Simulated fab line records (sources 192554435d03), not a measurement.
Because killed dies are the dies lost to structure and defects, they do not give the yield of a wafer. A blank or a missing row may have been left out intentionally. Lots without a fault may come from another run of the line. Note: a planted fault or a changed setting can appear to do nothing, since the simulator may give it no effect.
fab line records + flow n5Finfet + part 1 of 2: steps 1 to 40 of 41
[record]
- lots = 5
- wafers = 14
- lastDay = 17
route steps=1938 shown BEOL_M4@1099 BEOL_M5@1112 BEOL_M6@1214 PASSIVATION@1936
lots that met no fault: from a run of the same line without faults
startH: start of the lot's first displayed wafer, in hours after the record's first day + waitH: hours since the lot's step before + " same as the row above + L1.1+2: one row covering several wafers at once + - value missing, or start not given + * or withheld: withheld + < > ~ a bound
route shown NAME@n: a module of which the file shows steps, and the number in the route of the first + usual: the fault-free wafers' mean and standard deviation + same: alike in all rows + chamber/n: place in a boat + sites: per-site readings + _std_site: their standard deviation + _edge_site: the outer-site mean with the inner-site mean subtracted + radiusMm: for every site, how far away it sits from the centre of the wafer + mask NAME#n: copy n + behind: the tool/chamber that last shaped the wafer + hold: reason for holding the lot/hours on hold/outcome of the hold + device: whichever transistor did not switch (one of n, p or np) + end of line: the route-end tests of the same wafers + for a step that has no rows: nothing shown but its recipe + killed: the dies lost at the first sort to structure and to defects; this is not the yield of the wafer + map: a wafer's dies, x killed, . not, _ none there
set.NAME: the setting that was run; set.NAME@STEP: the one run at that earlier step + model.NAME: the simulator's own value behind a step, which no gauge read
lots seen at some steps along the route; tables by step, rows by wafer
services: a tool's chamber out of use, with start hour (startH, from the record's first day; less than 0 if before it), hours out, and reason
[[steps]]
[step N5_BEOL_M4_ANNEAL_95]
[recipe]
- tempC = 400
- timeS = 240
- ambient = vacuum
[step N5_BEOL_M4_SPUTTER_96]
[recipe]
- material = Cu
- targetThkA = 45
- tempC = -20
- chamberPressurePa = 0.07
- powerW = withheld
- timeS = 8.29
[step N5_BEOL_M4_ECD_50]
[recipe]
- material = Cu
- targetThkA = 3000
[step N5_BEOL_M4_ANNEAL_51]
[recipe]
- tempC = 225
- timeS = 90
- ambient = N2
[step N5_BEOL_M4_CMP_52]
[recipe]
- stopOn = SiOC
- tOverpolishS = 6.8
- downForcePsi = 1
- platenRpm = 50
- clearingPlatenDownForcePsi = 1.5
- clearingPlatenRpm = 50
- postCmpClean = cuAlkaline
- targetThkNm = 40
- clearingPlatenPadVelocityMS = 0.99484
- padVelocityMS = 0.99484
[step N5_BEOL_M4_PRE_CLEAN_60]
[recipe]
- gas = NH3/H2
- timeS = 15
- tempC = *
- rfPowerW = 300
[step N5_BEOL_M4_CO_CAP_55]
[recipe]
- material = Co
- targetThkA = 20
- tempC = 200
- precursor = CCTBA/H2
- pressureTorr = 30
- timeS = 102.1
[step N5_BEOL_M4_PRE_CLEAN_56]
[recipe]
- gas = NH3
- timeS = 15
- tempC = withheld
- rfPowerW = 300
[step N5_BEOL_M4_DEP_57]
[recipe]
- material = SiCN
- targetThkA = 80
- tempC = withheld
- precursor = 3MS/NH3
- pressureTorr = 3
- rfW = 202
- timeS = 14
[step N5_BEOL_M4_RC_MEAS_101]
[usual]
- DIBL_N = 36.2/1.5
- DIBL_P = 36.4/2.1
- IOFF_N = 0.16/0.031
- IOFF_P = 0.21/0.037
- ION_N = 679/11
- ION_P = 465/7.7
- SS_N = 71.4/0.55
- SS_P = 73.2/0.63
- VT_N = 249/3.3
- VT_P = -250/3.4
| lot.wafer | tool      | chamber | startH | waitH | DIBL_N[mV/V] | DIBL_P[mV/V] | IOFF_N[nA/um] | IOFF_P[nA/um] | ION_N[uA/um] | ION_P[uA/um] | SS_N[mV/dec] | SS_P[mV/dec] | VT_N[mV] | VT_P[mV] |
|-----------|-----------|---------|--------|-------|--------------|--------------|---------------|---------------|--------------|--------------|--------------|--------------|----------|----------|
| L912.1    | prober-02 | 0       | 194.56 | 0.0   | 34.2         | 34.9         | 0.12          | 0.17          | 674          | 462          | 70.7         | 73.0         | 255      | -255     |
| L912.3    | "         | 0       | "      | "     | 35.1         | 35.4         | 0.13          | 0.17          | 680          | 460          | 70.9         | 73.2         | 254      | -251     |
| L912.6    | "         | 0       | "      | "     | 35.2         | 35.8         | 0.14          | 0.17          | 678          | 461          | 71.1         | 72.9         | 254      | -255     |
| L919.1    | prober-02 | 0       | 247.09 | 0.0   | 37.2         | 38.1         | 0.19          | 0.26          | 698          | 483          | 72.1         | 73.5         | 248      | -248     |
| L919.4    | "         | 0       | "      | "     | 35.4         | 35.7         | 0.14          | 0.22          | 665          | 466          | 71.4         | 73.3         | 252      | -248     |
| L919.5    | "         | 0       | "      | "     | 37.9         | 38.8         | 0.20          | 0.27          | 699          | 490          | 71.7         | 74.4         | 246      | -246     |
| L920.2    | prober-01 | 0       | 253.63 | 0.2   | 37.3         | 36.5         | 0.17          | 0.23          | 677          | 458          | 71.5         | 72.9         | 248      | -249     |
| L920.5    | "         | 0       | "      | "     | 38.0         | 36.3         | 0.21          | 0.23          | 686          | 456          | 71.6         | 73.9         | 248      | -248     |
| L920.6    | "         | 0       | "      | "     | 38.7         | 38.2         | 0.23          | 0.25          | 705          | 473          | 72.4         | 73.7         | 241      | -250     |
| L921.1    | prober-01 | 0       | 254.50 | 0.0   | 36.5         | 35.9         | 0.16          | 0.23          | 687          | 473          | 71.6         | 73.4         | 248      | -248     |
| L921.2    | "         | 0       | "      | "     | 32.8         | 31.1         | 0.11          | 0.16          | 670          | 468          | 71.1         | 72.0         | 258      | -253     |
| L921.5    | "         | 0       | "      | "     | 35.7         | 34.6         | 0.15          | 0.21          | 668          | 468          | 71.6         | 72.6         | 249      | -250     |
| L927.3    | prober-01 | 0       | 285.43 | 0.3   | 36.0         | 34.8         | 0.14          | 0.22          | 679          | 472          | 71.7         | 73.5         | 251      | -248     |
| L927.4    | "         | 0       | "      | "     | 36.5         | 35.7         | 0.16          | 0.23          | 668          | 464          | 71.0         | 73.4         | 252      | -249     |
[step N5_BEOL_M5_ILD_DEP_00]
[recipe]
- material = SiCOH_lowk
- targetThkA = 1406.4
- tempC = 300
- precursor = DEMS/porogen
- pressureTorr = 5
- rfW = 500
- timeS = 25.9
[step N5_BEOL_M5_CURE_79]
[recipe]
- tempC = 385
- timeS = 240
- ambient = He/Ar
- material = SiCOH_lowk
[step N5_BEOL_M5_PECVD_70]
[recipe]
- material = SiO2
- targetThkA = 160
- tempC = 400
- precursor = TEOS/O2
- pressureTorr = 5.5
- rfW = 450
- teosFlowSccm = 53.8
- gas = O2
- flowSccm = 3000
- timeS = 18
[step N5_BEOL_M5_HM_DEP_02]
[recipe]
- material = TiN
- targetThkA = 200
- tempC = 25
- chamberPressurePa = 0.49996
[step N5_BEOL_M5_COAT_59]
[recipe]
- resist = SOC
- tempC = 250
- timeS = 60
- spinRpm = 1500
- resistThkNm = 60
[step N5_BEOL_M5_COAT_60]
[recipe]
- resist = SiARC
- tempC = 220
- timeS = 60
- spinRpm = 1500
- resistThkNm = 12
[step N5_BEOL_M5_COAT_71]
[recipe]
- resist = underlayer
- tempC = 205
- timeS = 60
- spinRpm = 1500
- resistThkNm = 5
[step N5_BEOL_M5_COAT_05]
[recipe]
- resist = CAR-EUV
- spinRpm = 1500
- resistThkNm = 30
[step N5_BEOL_M5_EBR_07]
[recipe]
- solvent = PGMEA
- ebrWidthMm = 1.5
[step N5_BEOL_M5_SOFTBAKE_06]
[recipe]
- tempC = 110
- timeS = 60
- resist = CAR-EUV
[step N5_BEOL_M5_EXPOSE_08]
[recipe]
- maskId = M5
- na = 0.33
- sourceShape = annular
- sigmaInner = 0.4
- sigmaOuter = 0.8
- polarization = unpolarized
- targetCdNm = 28
- doseMj = 35.75
[step N5_BEOL_M5_PEB_09]
[recipe]
- pebTempC = 100
- pebTimeS = 60
- resist = CAR-EUV
[step N5_BEOL_M5_DEVELOP_10]
[recipe]
- developTimeS = 30
- developer = TMAH
- resist = CAR-EUV
- rinseLiquid = surfactantRinse
- dry = airSpin
- devTempC = 23
[step N5_BEOL_M5_DESCUM_16]
[recipe]
- chemistry = O2
- timeS = 7
- sourcePowerW = 50
- biasPowerW = 20
- pressureMtorr = 20
- rfFrequencyHz = 2.712e+07
- tempC = 40
- resist = CAR-EUV
- o2FlowSccm = 225
[step N5_BEOL_M5_ETCH_72]
[recipe]
- chemistry = N2/H2
- target = underlayer
- targetDepthA = 65
- maskMaterial = CAR-EUV
- timeS = 5.2
- ionEnergyEv = 200
- pressureMtorr = 30
- sourceW = 840
- biasW = 150
- n2FlowSccm = 200
- h2FlowSccm = 200
- ends = cleared
[step N5_BEOL_M5_ETCH_61]
[recipe]
- chemistry = CF4
- target = SiARC
- targetDepthA = 156
- maskMaterial = CAR-EUV
- timeS = 26
- ionEnergyEv = 80
- pressureMtorr = 40
- sourceW = 545
- biasW = 36
- Ar_flow_sccm = 100
- cf4FlowSccm = 100
- ends = cleared
[step N5_BEOL_M5_ETCH_62]
[recipe]
- chemistry = N2/H2
- target = SOC
- targetDepthA = 750
- overetchA = 150
- maskMaterial = SiARC
- tempC = 40
- timeS = 112.5
- ionEnergyEv = 200
- pressureMtorr = 30
- sourceW = 840
- biasW = 150
- n2FlowSccm = 200
- h2FlowSccm = 200
[step N5_BEOL_M5_STRIP_63]
[recipe]
- chemistry = N2/H2
- tempC = 40
- n2FlowSccm = 200
- h2FlowSccm = 200
- rfFrequencyHz = 6e+07
[step N5_BEOL_M5_STRIP_73]
[recipe]
- chemistry = N2/H2
- tempC = 40
- n2FlowSccm = 200
- h2FlowSccm = 200
- rfFrequencyHz = 6e+07
[step N5_BEOL_M5_STRIP_64]
[recipe]
- chemistry = CF4
- resist = SiARC
- powerW = 300
- biasPowerW = 75
- pressureMtorr = 50
- cf4FlowSccm = 150
- rfFrequencyHz = 6e+07
[step N5_BEOL_M5_HM_OPEN_17]
[recipe]
- chemistry = Cl2/BCl3
- targetDepthA = 200
- overetchA = 60
- target = TiN
- maskMaterial = SOC
- ionEnergyEv = 150
- pressureMtorr = 10
- icpW = 1000
- biasW = 126
- Cl2_flow_sccm = 53.25
- bcl3FlowSccm = 21.75
- Ar_flow_sccm = 25
[step N5_BEOL_M5_STRIP_19]
[recipe]
- chemistry = O2
- powerW = 400
- tempC = 40
- pressureMtorr = 30
- rfFrequencyHz = 6e+07
- biasPowerW = 0
- overashFraction = 0.2
- o2FlowSccm = 225
[step N5_BEOL_M5_COAT_65]
[recipe]
- resist = SOC
- tempC = 250
- timeS = 60
- spinRpm = 1500
- resistThkNm = 60
[step N5_BEOL_M5_COAT_66]
[recipe]
- resist = SiARC
- tempC = 220
- timeS = 60
- spinRpm = 1500
- resistThkNm = 12
[step N5_BEOL_M6_STRIP_67]
[recipe]
- chemistry = CF4
- resist = SiARC
- powerW = 300
- biasPowerW = 75
- pressureMtorr = 50
- cf4FlowSccm = 150
- rfFrequencyHz = 6e+07
[usual]
- biasPowerW = 74.99/0.22
- cf4FlowSccm = 149.9/0.43
- drypumpMotorCurrentA = 5.5/0.31
- oesProductAu = 0.80/0.089
- rfVppV = 270.6/1.4
- showerheadPlenumPTorr = 1.77/0.049
- throttleValvePct = 13.56/0.26
| lot.wafer | tool       | chamber | startH | waitH | biasPowerW | cf4FlowSccm | drypumpMotorCurrentA | oesProductAu | rfHoursCounterH | rfVppV | showerheadPlenumPTorr | throttleValvePct | model.SiARC_of_BEOL_M6_COAT_60.thkNm |
|-----------|------------|---------|--------|-------|------------|-------------|----------------------|--------------|-----------------|--------|-----------------------|------------------|--------------------------------------|
| L912.1    | rieDiel-01 | 3       | 209.31 | 0.0   | 75.28      | 150.4       | 5.4                  | 0.72         | 186             | 269.5  | 1.77                  | 13.30            | 0                                    |
| L912.3    | "          | 0       | "      | "     | 75.24      | 148.8       | 5.4                  | 0.94         | 9               | 267.5  | 1.75                  | 13.19            | 0                                    |
| L912.6    | "          | 3       | "      | "     | 75.08      | 150.6       | 5.4                  | 0.73         | -               | 272.3  | 1.77                  | 13.30            | 0                                    |
| L919.1    | rieDiel-02 | 3       | 264.29 | 0.0   | -          | -           | -                    | -            | -               | -      | -                     | -                | 28.6                                 |
| L919.4    | "          | 2       | "      | "     | -          | -           | -                    | -            | -               | -      | -                     | -                | 28.6                                 |
| L919.5    | "          | 1       | "      | "     | -          | -           | -                    | -            | -               | -      | -                     | -                | 27.6                                 |
| L921.1    | rieDiel-01 | 1       | 271.13 | 0.0   | -          | -           | -                    | -            | -               | -      | -                     | -                | 27.6                                 |
| L921.2    | "          | 3       | "      | "     | -          | -           | -                    | -            | -               | -      | -                     | -                | 28                                   |
| L921.5    | "          | 1       | "      | "     | -          | -           | -                    | -            | -               | -      | -                     | -                | 27.8                                 |
| L920.2    | rieDiel-03 | 3       | 271.89 | 0.0   | -          | -           | -                    | -            | -               | -      | -                     | -                | 28.4                                 |
| L920.5    | "          | 0       | "      | "     | -          | -           | -                    | -            | -               | -      | -                     | -                | 28.4                                 |
| L920.6    | "          | 3       | "      | "     | -          | -           | -                    | -            | -               | -      | -                     | -                | 28.2                                 |
| L927.3    | rieDiel-02 | 3       | 304.80 | 0.0   | 74.66      | 149.5       | 5.4                  | 0.72         | 200             | 269.3  | 1.70                  | 13.96            | 0                                    |
| L927.4    | "          | 1       | "      | "     | 74.92      | 148.8       | 4.9                  | 0.90         | 37              | 270.4  | 1.77                  | 13.40            | 0                                    |
[step N5_BEOL_M6_STRIP_19]
[recipe]
- chemistry = O2
- powerW = 400
- tempC = 40
- pressureMtorr = 30
- rfFrequencyHz = 6e+07
- biasPowerW = 0
- overashFraction = 0.2
- o2FlowSccm = 225
[usual]
- chamberPressureMTorr = 30.00/0.041
- drypumpMotorCurrentA = 5.52/0.25
- oesProductAu = 0.79/0.083
- rfVppV = 3.6/0.59
- showerheadPlenumPTorr = 2.06/0.082
- throttleValvePct = 16.75/0.28
[same]
- biasPowerW = 0
| lot.wafer | tool       | chamber | startH | waitH | chamberPressureMTorr | drypumpMotorCurrentA | oesProductAu | rfHoursCounterH | rfVppV | showerheadPlenumPTorr | throttleValvePct | model.SOC_of_BEOL_M6_COAT_59.thkNm |
|-----------|------------|---------|--------|-------|----------------------|----------------------|--------------|-----------------|--------|-----------------------|------------------|------------------------------------|
| L912.1    | rieDiel-01 | 0       | 209.47 | 0.1   | 30.00                | 5.50                 | 0.96         | 9               | 4.2    | 2.08                  | 16.50            | 0                                  |
| L912.3    | "          | 3       | "      | "     | 30.00                | 5.42                 | 0.72         | 186             | 3.6    | 2.09                  | 16.38            | 0                                  |
| L912.6    | "          | 1       | "      | "     | 29.95                | 5.11                 | 0.82         | -               | 4.3    | 2.12                  | 16.60            | 0                                  |
| L919.1    | rieDiel-02 | 0       | 264.44 | 0.1   | 30.03                | 5.43                 | 0.68         | 227             | 2.4    | 1.99                  | 16.79            | 92.2                               |
| L919.4    | "          | 2       | "      | "     | 29.98                | 5.82                 | 0.89         | 32              | 3.6    | 2.13                  | 16.38            | 92.6                               |
| L919.5    | "          | 3       | "      | "     | 30.02                | 5.38                 | 0.73         | -               | 4.1    | 2.03                  | 17.20            | 92                                 |
| L921.1    | rieDiel-02 | 0       | 271.28 | 0.1   | 30.01                | 5.47                 | 0.68         | 229             | 3.2    | 1.99                  | 16.80            | 91.8                               |
| L921.2    | "          | 2       | "      | "     | 30.00                | 5.82                 | 0.88         | 34              | 3.7    | 2.13                  | 16.37            | 92.4                               |
| L921.5    | "          | 2       | "      | "     | 30.05                | 5.79                 | 0.87         | -               | 3.2    | 2.13                  | 16.40            | 92.2                               |
| L920.2    | rieDiel-01 | 3       | 272.04 | 0.1   | 30.02                | 5.40                 | 0.71         | 206             | 3.2    | 2.08                  | 16.42            | 92.4                               |
| L920.5    | "          | 0       | "      | "     | 29.97                | 5.48                 | 0.91         | -               | 3.3    | 2.07                  | 16.54            | 92.4                               |
| L920.6    | "          | 3       | "      | "     | 29.92                | 5.42                 | 0.71         | -               | 5.3    | 2.08                  | 16.44            | 92.4                               |
| L927.3    | rieDiel-01 | 0       | 305.05 | 0.1   | 30.00                | 5.44                 | 0.87         | 44              | 3.7    | 2.07                  | 16.55            | 0                                  |
| L927.4    | "          | 1       | "      | "     | 29.96                | 5.10                 | 0.78         | 117             | 3.9    | 2.11                  | 16.66            | 0                                  |
[step N5_BEOL_M6_ETCH_66]
[recipe]
- chemistry = N2/H2
- target = SOC
- targetDepthA = 800
- overetchA = 160
- maskMaterial = SiARC
- tempC = 40
- timeS = 120
- ionEnergyEv = 200
- pressureMtorr = 30
- sourceW = 840
- biasW = 150
- n2FlowSccm = 200
- h2FlowSccm = 200
[usual]
- drypumpMotorCurrentA = 5.51/0.27
- oesProductAu = 0.61/0.059
- rfVppV = 522.8/2.6
- showerheadPlenumPTorr = 2.50/0.091
- throttleValvePct = 17.82/0.26
| lot.wafer | tool       | chamber | startH | waitH | drypumpMotorCurrentA | oesProductAu | rfHoursCounterH | rfVppV | showerheadPlenumPTorr | throttleValvePct | model.etch.depthNm |
|-----------|------------|---------|--------|-------|----------------------|--------------|-----------------|--------|-----------------------|------------------|--------------------|
| L912.1    | rieDiel-02 | 3       | 210.05 | 0.0   | 5.40                 | 0.57         | 170             | 520.3  | 2.43                  | 18.24            | 60.04              |
| L912.3    | "          | 1       | "      | "     | 4.93                 | 0.74         | 7               | 522.7  | 2.49                  | 17.39            | 60.25              |
| L912.6    | "          | 2       | "      | "     | 5.80                 | 0.71         | -               | 525.7  | 2.59                  | 17.53            | 60.29              |
| L919.1    | rieDiel-01 | 3       | 265.04 | 0.0   | 5.43                 | 0.71         | 205             | 521.4  | 2.53                  | 17.65            | 97.36              |
| L919.4    | "          | 2       | "      | "     | 5.95                 | 0.82         | 108             | 523.7  | 2.56                  | 18.10            | 98.75              |
| L919.5    | "          | 0       | "      | "     | 5.46                 | 0.92         | -               | 522.7  | 2.48                  | 17.57            | 100.5              |
| L921.1    | rieDiel-02 | 1       | 271.86 | 0.0   | 4.92                 | 0.95         | 26              | 521.9  | 2.48                  | 17.46            | 100.3              |
| L921.2    | "          | 3       | "      | "     | 5.41                 | 0.72         | 188             | 519.8  | 2.42                  | 18.29            | 92.95              |
| L921.5    | "          | 2       | "      | "     | 5.81                 | 0.88         | -               | 525.7  | 2.58                  | 17.60            | 96.06              |
| L920.2    | rieDiel-02 | 3       | 274.53 | 0.0   | 5.41                 | 0.70         | 189             | 520.5  | 2.42                  | 18.30            | 90.69              |
| L920.5    | "          | 3       | "      | "     | 5.39                 | 0.72         | -               | 520.7  | 2.42                  | 18.27            | 92.36              |
| L920.6    | "          | 2       | "      | "     | 5.78                 | 0.87         | -               | 524.6  | 2.58                  | 17.59            | 94.92              |
| L927.3    | rieDiel-01 | 3       | 306.56 | 0.0   | 5.39                 | 0.54         | 219             | 523.8  | 2.53                  | 17.63            | 59.99              |
| L927.4    | "          | 2       | "      | "     | 5.95                 | 0.60         | 122             | 523.6  | 2.56                  | 18.08            | 59.75              |
[step N5_BEOL_M6_VIA_ETCH_34]
[recipe]
- chemistry = C4F6/O2
- target = SiCOH_lowk
- targetDepthA = 1263
- maskMaterial = SOC
- taperDeg = 4
- timeS = 50.9
- ionEnergyEv = 250
- pressureMtorr = 30
- sourceW = 345
- biasW = 185
- Ar_flow_sccm = 300
- C4F6_flow_sccm = 10
- O2_flow_sccm = 10
[usual]
- drypumpMotorCurrentA = 5.50/0.27
- oesProductAu = 0.80/0.082
- rfVppV = 663/11
- showerheadPlenumPTorr = 2.81/0.094
- throttleValvePct = 20.95/0.24
| lot.wafer | tool       | chamber | startH | waitH | drypumpMotorCurrentA | oesProductAu | rfHoursCounterH | rfVppV | showerheadPlenumPTorr | throttleValvePct |
|-----------|------------|---------|--------|-------|----------------------|--------------|-----------------|--------|-----------------------|------------------|
| L912.1    | rieDiel-02 | 3       | 210.15 | 0.0   | 5.40                 | 0.74         | 170             | 655    | 2.75                  | 21.37            |
| L912.3    | "          | 1       | "      | "     | 4.93                 | 1.00         | 7               | 676    | 2.81                  | 20.64            |
| L912.6    | "          | 2       | "      | "     | 5.80                 | 0.91         | -               | 648    | 2.92                  | 20.71            |
| L919.1    | rieDiel-01 | 3       | 265.14 | 0.0   | 5.39                 | 0.27         | 205             | 668    | 2.84                  | 20.50            |
| L919.4    | "          | 2       | "      | "     | 5.93                 | 0.30         | 108             | 652    | 2.84                  | 20.91            |
| L919.5    | "          | 0       | "      | "     | 5.47                 | 0.33         | -               | 656    | 2.79                  | 20.54            |
| L921.1    | rieDiel-02 | 1       | 271.96 | 0.0   | 4.93                 | 0.34         | 26              | 678    | 2.80                  | 20.53            |
| L921.2    | "          | 3       | "      | "     | 5.40                 | 0.27         | 188             | 657    | 2.74                  | 21.26            |
| L921.5    | "          | 2       | "      | "     | 5.82                 | 0.32         | -               | 648    | 2.91                  | 20.59            |
| L920.2    | rieDiel-02 | 3       | 274.63 | 0.0   | 5.37                 | 0.27         | 189             | 656    | 2.74                  | 21.26            |
| L920.5    | "          | 3       | "      | "     | 5.36                 | 0.27         | -               | 654    | 2.74                  | 21.25            |
| L920.6    | "          | 2       | "      | "     | 5.80                 | 0.33         | -               | 646    | 2.91                  | 20.57            |
| L927.3    | rieDiel-01 | 3       | 306.66 | 0.0   | 5.41                 | 0.70         | 219             | 666    | 2.83                  | 20.68            |
| L927.4    | "          | 2       | "      | "     | 5.97                 | 0.80         | 122             | 652    | 2.84                  | 21.04            |
[step N5_BEOL_M6_ETCH_41]
[recipe]
- chemistry = CH3F/O2
- target = SiCN
- targetDepthA = 297
- taperDeg = 2
- timeS = 52
- ionEnergyEv = 120
- maskMaterial = TiN
- pressureMtorr = 30
- sourceW = 395
- biasW = 75
- Ar_flow_sccm = 150
- CH3F_flow_sccm = 30
- O2_flow_sccm = 20
[usual]
- drypumpMotorCurrentA = 5.50/0.27
- oesProductAu = 0.80/0.082
- rfVppV = 296.5/1.7
- showerheadPlenumPTorr = 1.97/0.07
- throttleValvePct = 16.35/0.23
| lot.wafer | tool       | chamber | startH | waitH | drypumpMotorCurrentA | oesProductAu | rfHoursCounterH | rfVppV | showerheadPlenumPTorr | throttleValvePct | model.SiARC_of_BEOL_M6_COAT_60.thkNm |
|-----------|------------|---------|--------|-------|----------------------|--------------|-----------------|--------|-----------------------|------------------|--------------------------------------|
| L912.1    | rieDiel-02 | 3       | -      | -     | 5.40                 | 0.73         | 170             | 295.8  | 1.93                  | 16.73            | 0                                    |
| L912.3    | "          | 1       | "      | "     | 4.91                 | 0.99         | 7               | 294.7  | 1.97                  | 16.03            | 0                                    |
| L912.6    | "          | 2       | "      | "     | 5.77                 | 0.91         | -               | 298.4  | 2.06                  | 16.07            | 0                                    |
| L919.1    | rieDiel-01 | 3       | -      | -     | 5.39                 | 0.71         | 205             | 297.3  | 1.99                  | 16.09            | 18.4                                 |
| L919.4    | "          | 2       | "      | "     | 5.94                 | 0.81         | 108             | 297.7  | 2.00                  | 16.52            | 18.4                                 |
| L919.5    | "          | 0       | "      | "     | 5.46                 | 0.91         | -               | 295.2  | 1.96                  | 16.09            | 17.4                                 |
| L921.1    | rieDiel-02 | 1       | -      | -     | 4.92                 | 0.94         | 26              | 296.1  | 1.97                  | 16.04            | 17.4                                 |
| L921.2    | "          | 3       | "      | "     | 5.40                 | 0.73         | 188             | 295.3  | 1.92                  | 16.74            | 18.2                                 |
| L921.5    | "          | 2       | "      | "     | 5.81                 | 0.87         | -               | 297.0  | 2.05                  | 16.11            | 17.8                                 |
| L920.2    | rieDiel-02 | 3       | -      | -     | 5.38                 | 0.72         | 189             | 294.9  | 1.92                  | 16.76            | 18.4                                 |
| L920.5    | "          | 3       | "      | "     | 5.40                 | 0.72         | -               | 294.7  | 1.92                  | 16.77            | 18.4                                 |
| L920.6    | "          | 2       | "      | "     | 5.79                 | 0.87         | -               | 297.6  | 2.05                  | 16.10            | 18.4                                 |
| L927.3    | rieDiel-01 | 3       | -      | -     | 5.41                 | 0.70         | 219             | 296.7  | 1.99                  | 16.12            | 0                                    |
| L927.4    | "          | 2       | "      | "     | 5.96                 | 0.80         | 122             | 297.5  | 2.00                  | 16.53            | 0                                    |
[step N5_BEOL_M6_OCD_MEAS_38]
[usual]
- trenchDepthNm = 95.6/1.8
| lot.wafer | tool   | chamber | startH | waitH | trenchDepthNm |
|-----------|--------|---------|--------|-------|---------------|
| L912.1    | ocd-02 | -       | 210.39 | -     | 92.3          |
| L912.3    | "      | -       | "      | "     | 98.4          |
| L912.6    | "      | -       | "      | "     | 93.8          |
| L919.1    | ocd-02 | -       | 265.38 | -     | -             |
| L919.4    | "      | -       | "      | "     | -             |
| L919.5    | "      | -       | "      | "     | -             |
| L921.1    | ocd-02 | -       | 272.20 | -     | -             |
| L921.2    | "      | -       | "      | "     | -             |
| L921.5    | "      | -       | "      | "     | -             |
| L920.2    | ocd-02 | -       | 274.88 | -     | -             |
| L920.5    | "      | -       | "      | "     | -             |
| L920.6    | "      | -       | "      | "     | -             |
| L927.3    | ocd-01 | -       | 306.91 | -     | 96.1          |
| L927.4    | "      | -       | "      | "     | 96.9          |
[[key]]
[firstSign]
- step = N5_BEOL_M6_STRIP_67
- reading = toolRecord
- direction = missing
[effect]
- step = N5_BEOL_M6_ETCH_66
- reading = oesProductAu
- direction = up
- sigmas = 3.4
- usual = 0.61
- struck = 0.81
[effect]
- step = N5_BEOL_M6_VIA_ETCH_34
- reading = oesProductAu
- direction = down
- sigmas = 6.1
- usual = 0.80
- struck = 0.30
[effect]
- step = N5_BEOL_M6_OCD_MEAS_38
- reading = trenchDepthNm
- direction = missing
[effect]
- step = N5_PASSIVATION_PROBE_49
- reading = killed_at_M4_up
- direction = up
- sigmas = 99+
- usual = 13
- struck = 1096
[modelEffect]
- step = N5_BEOL_M6_STRIP_67
- value = SiARC_of_BEOL_M6_COAT_60.thkNm
- without = 0
- struck = 28.13
[modelEffect]
- step = N5_BEOL_M6_STRIP_19
- value = SOC_of_BEOL_M6_COAT_59.thkNm
- without = 0
- struck = 92.27
[modelEffect]
- step = N5_BEOL_M6_ETCH_66
- value = etch.depthNm
- without = 60.06
- struck = 95.99
[modelEffect]
- step = N5_BEOL_M6_ETCH_41
- value = SiARC_of_BEOL_M6_COAT_60.thkNm
- without = 0
- struck = 18.09
[moreKillsBornAt]
- N5_BEOL_M6_ETCH_66@rieDiel-02 = 6481
- N5_BEOL_M6_ETCH_66@rieDiel-01 = 3247
metAt N5_BEOL_M6_STRIP_67
struckWafers L919.1,L919.4,L919.5,L920.2,L920.5,L920.6,L921.1,L921.2,L921.5
laterRowsLeftOut L919.1,L919.4,L919.5,L920.2,L920.5,L920.6,L921.1,L921.2,L921.5
onsetBetween 209.31 264.29
[fault]
- kind = skippedStepWhole
- tool = rieDiel-01,rieDiel-02,rieDiel-03
- chamber = -
- onsetH = 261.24
- steps = N5_BEOL_M6_STRIP_67
- scope = struckLotsOnly
// laterRowsLeftOut: the simulator's readings of these wafers behind a module that went badly wrong aren't trusted and aren't shown, but for the sort
